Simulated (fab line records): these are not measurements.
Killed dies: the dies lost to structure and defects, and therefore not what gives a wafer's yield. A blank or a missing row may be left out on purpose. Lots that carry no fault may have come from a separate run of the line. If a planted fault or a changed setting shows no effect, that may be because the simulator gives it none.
Split-lot study / flow n5Finfet / on a route of 1938 steps: 7 lots, 21 wafers read

## SPLIT DETAILS
At N5_FIN_CUT_ETCH_21 (etches SOC in N2/H2, target depth 219 nm, overetch 43.8 nm, time 523.5 s), the setting timeS was moved away from the recipe's 523.5 s on 6 of the 21 wafers read, by -20.4% to +13.4%. This setting was run at the recipe's value on the other wafers.

## FROM THE SPLIT TO THE READING: what the file shows between them, 1 step
- N5_FIN_CUT_CUT_ETCH_26: etches SiNx in CH3F/O2, target depth 39 nm, time 55.7 s (also split here: sourceW)

## THE READING
oesProductAu, in a.u., at N5_FIN_CUT_CUT_ETCH_27 (etches SiO2 in CHF3/O2, target depth 4 nm, overetch 2 nm, time 4.9 s). A value of 0.58 a.u. with a standard deviation of 0.046 a.u. is what fault-free wafers of this fab line usually give.

wafer=L074.1; tool, chamber at the split=rieDiel-02, 1; timeS as run, s=523.5; against the recipe=recipe; oesProductAu, a.u.=0.56; against lot-mates on the recipe=-
wafer=L074.2; tool, chamber at the split=rieDiel-02, 3; timeS as run, s=523.5; against the recipe=recipe; oesProductAu, a.u.=0.56; against lot-mates on the recipe=-
wafer=L074.3; tool, chamber at the split=rieDiel-02, 2; timeS as run, s=523.5; against the recipe=recipe; oesProductAu, a.u.=0.57; against lot-mates on the recipe=-
wafer=L075.1; tool, chamber at the split=rieDiel-04, 2,1; timeS as run, s=523.5; against the recipe=recipe; oesProductAu, a.u.=0.57; against lot-mates on the recipe=-
wafer=L075.3; tool, chamber at the split=rieDiel-04, 0; timeS as run, s=523.5; against the recipe=recipe; oesProductAu, a.u.=0.60; against lot-mates on the recipe=-
wafer=L075.5; tool, chamber at the split=rieDiel-04, 2,1; timeS as run, s=523.5; against the recipe=recipe; oesProductAu, a.u.=0.60; against lot-mates on the recipe=-
wafer=L081.2; tool, chamber at the split=rieDiel-05, 3; timeS as run, s=523.5; against the recipe=recipe; oesProductAu, a.u.=0.54; against lot-mates on the recipe=-
wafer=L081.3; tool, chamber at the split=rieDiel-05, 1; timeS as run, s=593.7; against the recipe=+13.4%; oesProductAu, a.u.=0.74; against lot-mates on the recipe=+0.17
wafer=L081.4; tool, chamber at the split=rieDiel-05, 2; timeS as run, s=523.5; against the recipe=recipe; oesProductAu, a.u.=0.60; against lot-mates on the recipe=-
wafer=L084.3; tool, chamber at the split=rieDiel-02, 1; timeS as run, s=523.5; against the recipe=recipe; oesProductAu, a.u.=0.55; against lot-mates on the recipe=-
wafer=L084.4; tool, chamber at the split=rieDiel-02, 3; timeS as run, s=416.8; against the recipe=-20.4%; oesProductAu, a.u.=0.30; against lot-mates on the recipe=-0.25
wafer=L084.6; tool, chamber at the split=rieDiel-02, 3; timeS as run, s=416.8; against the recipe=-20.4%; oesProductAu, a.u.=0.30; against lot-mates on the recipe=-0.25
wafer=L085.1; tool, chamber at the split=rieDiel-05, 3; timeS as run, s=523.5; against the recipe=recipe; oesProductAu, a.u.=0.55; against lot-mates on the recipe=-
wafer=L085.2; tool, chamber at the split=rieDiel-05, 0; timeS as run, s=523.5; against the recipe=recipe; oesProductAu, a.u.=0.59; against lot-mates on the recipe=-
wafer=L085.6; tool, chamber at the split=rieDiel-05, 3; timeS as run, s=523.5; against the recipe=recipe; oesProductAu, a.u.=0.54; against lot-mates on the recipe=-
wafer=L092.2; tool, chamber at the split=rieDiel-02, 2; timeS as run, s=523.5; against the recipe=recipe; oesProductAu, a.u.=0.55; against lot-mates on the recipe=-
wafer=L092.3; tool, chamber at the split=rieDiel-02, 3; timeS as run, s=484.3; against the recipe=-7.5%; oesProductAu, a.u.=0.53; against lot-mates on the recipe=-0.01
wafer=L092.5; tool, chamber at the split=rieDiel-02, 3; timeS as run, s=523.5; against the recipe=recipe; oesProductAu, a.u.=0.53; against lot-mates on the recipe=-
wafer=L094.2; tool, chamber at the split=rieDiel-02, 2; timeS as run, s=486.4; against the recipe=-7.1%; oesProductAu, a.u.=0.54; against lot-mates on the recipe=+0.01
wafer=L094.3; tool, chamber at the split=rieDiel-02, 3; timeS as run, s=486.4; against the recipe=-7.1%; oesProductAu, a.u.=0.53; against lot-mates on the recipe=+0.00
wafer=L094.6; tool, chamber at the split=rieDiel-02, 3; timeS as run, s=523.5; against the recipe=recipe; oesProductAu, a.u.=0.53; against lot-mates on the recipe=-
If several chambers appear in one row, that row covers several wafers at once and the file leaves open which wafer was in which chamber.

FIT RESULTS
A straight line over all 21 wafers: oesProductAu changes by +0.0121 a.u. for each +1% of timeS; r = +0.94; the points scatter about the line by 0.031 a.u.
The same after taking each lot's own level away (the mean of its wafers on the recipe; 21 wafers): +0.0111 a.u. for each +1%; r = +0.92; scatter 0.035 a.u.
The reading moves by 0.23 a.u. for the largest change in timeS, on that fit.
From 0.530 to 0.590 a.u.: that is the span of the lots' own levels, equal to 1.3 times the standard deviation above.
The two slopes are in agreement: the lot-to-lot level therefore moves the slope only a little.
Check: -0.198 a.u. against its lot-mates is what the line predicts for one of the wafers moved furthest among these (-20.4%) when that wafer is left out of the fit. Against them it came out at -0.25 a.u.

## ADDITIONAL SPLITS CARRIED BY THESE WAFERS
Note: prior to the reading, these wafers also went through further splits. Each is held against what the fit with the lots' levels taken away leaves over:
other split on the same wafers=N5_WELL_APT_COAT_02 spinRpm; wafers away from the commonest value=5; r with oesProductAu (lot level and that fit taken away)=-0.10
other split on the same wafers=N5_WELL_APT_PEB_06 pebTimeS; wafers away from the commonest value=4; r with oesProductAu (lot level and that fit taken away)=-0.10
other split on the same wafers=N5_FIN_SAQP_FIN_ETCH_36 icpW; wafers away from the commonest value=7; r with oesProductAu (lot level and that fit taken away)=+0.08
other split on the same wafers=N5_FIN_CUT_CUT_ETCH_26 sourceW; wafers away from the commonest value=11; r with oesProductAu (lot level and that fit taken away)=+0.10

## THE WHOLE CHAIN: every reading that the file lists as answering this split, in the file's order
step=N5_FIN_CUT_ETCH_21; what it does=etches SOC in N2/H2, target depth 219 nm, overetch 43.8 nm, time 523.5 s; reading=SiARC_of_FIN_CUT_COAT_19.thkNm (the simulator's own value, which no gauge read); change (the file's fit)=-0.0859 nm for each +1% of the setting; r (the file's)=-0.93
step=N5_FIN_CUT_CUT_ETCH_27; what it does=etches SiO2 in CHF3/O2, target depth 4 nm, overetch 2 nm, time 4.9 s; reading=oesProductAu; change (the file's fit)=+0.0105 a.u. for each +1% of the setting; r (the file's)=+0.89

## FILE'S OWN FIT
oesProductAu changes by +0.0105 a.u. for each +1% of timeS, r = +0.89.
